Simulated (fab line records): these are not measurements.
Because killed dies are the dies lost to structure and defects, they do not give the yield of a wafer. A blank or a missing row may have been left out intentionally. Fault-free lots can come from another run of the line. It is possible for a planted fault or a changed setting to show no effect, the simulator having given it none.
3 desks, one fault ; flow n5-finfet ; each desk holds nothing but its own numbers, with what lay behind them at the end

== THE DEFECT DESK ==
Counts from the inspections along the route, per lot, as means over the sampled wafers that have a number. A lot is out of limits, marked OUT, if its mean lies more than 4 standard deviations from the usual mean; the brackets give that distance.
Columns: A = raw-defect-count at N5_DUMMY_GATE_INSPECT_27, usual 289; B = raw-defect-count at N5_SPACER0_INSPECT_04, usual 140
lot;first seen here;A;B
L732;day 3 18:56;360;147
L734;day 4 07:07;250;141
L737;day 4 23:43;175;109
L740;day 5 20:13;314;146
L746;day 7 04:44;281;123
L751;day 8 13:15;233;142
Finding of this desk: none of the 6 lots has anything out of limits.

== FROM THE METROLOGY DESK ==
What the gauges read for every lot (on any tool): the sampled wafers with a number, averaged. A lot is out of limits, marked OUT, if its mean lies more than 4 standard deviations from the usual mean; the brackets give that distance. Shown here are 7 of its 10 readings, the ones lying furthest out on some lot.
Columns: A = DIBL_N at N5_BEOL_M4_RC_MEAS_101, usual 35.8 mV/V; B = IOFF_P at N5_BEOL_M4_RC_MEAS_101, usual 0.20 nA/um; C = ION_N at N5_BEOL_M4_RC_MEAS_101, usual 672 uA/um; D = ION_P at N5_BEOL_M4_RC_MEAS_101, usual 462 uA/um; E = SS_N at N5_BEOL_M4_RC_MEAS_101, usual 71.2 mV/dec; F = VT_N at N5_BEOL_M4_RC_MEAS_101, usual 251 mV; G = VT_P at N5_BEOL_M4_RC_MEAS_101, usual -251 mV
lot;first seen here;A;B;C;D;E;F;G
L732;day 9 00:28;37.9;0.23;654;458;71.8;251;-248
L734;day 9 04:25;35.7;0.17;668;457;70.9;253;-253
L737;day 9 12:32;34.6;0.20;670;467;70.8;253;-249
L740;day 10 16:01;34.5;0.18;673;462;70.9;249;-251
L746;day 12 00:31;36.6;0.16;656;444;71.7;257;-256
L751;day 13 19:11;35.2;0.19;681;465;70.9;252;-251
Finding of this desk: none of the 6 lots has anything out of limits.

== TOOL OWNER'S DESK, litho-track-03 ==
The tool's own readings at N5_SD_EPI_N_COAT_32 (time 60 s, resist thk 350 nm): means of the sampled wafers that have a number, for each lot that ran on this tool. A lot is out of limits, marked OUT, if its mean lies more than 4 standard deviations from the usual mean; the brackets give that distance.
Columns: A = spin-speed-rpm at N5_SD_EPI_N_COAT_32, usual 1499.9 rpm
lot;first seen here;A
L734;day 4 08:44;1498.9
L737;day 5 00:21;1355.6 (-99 or more) OUT
L740;day 5 20:50;1355.4 (-99 or more) OUT
This desk's finding: out of limits on L737, L740; first on L737, day 5 00:21 (spin-speed-rpm at N5_SD_EPI_N_COAT_32). Within limits: L734.

== PUT TOGETHER ==
The tool owner's desk could have raised an alarm at day 5 00:21, on L737, L740.
No out-of-limits result turned up at the defect desk.
Metrology desk: nothing out of limits seen.
The defect desk has L737, L740 on record, within its limits.
The metrology desk holds a record of L737, L740, inside its limits.
All the named lots went through N5_SD_EPI_N_COAT_32 on litho-track-03.

== WHAT WAS PUT IN BY THE SIMULATOR ==
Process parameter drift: litho-track-03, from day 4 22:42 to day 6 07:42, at N5_SD_EPI_N_COAT_32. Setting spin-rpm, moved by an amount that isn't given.
Shown lots that were struck: L737, L740.
Delay in hours, fault start to first out-of-limits reading, by desk: the tool owner's desk at 2.
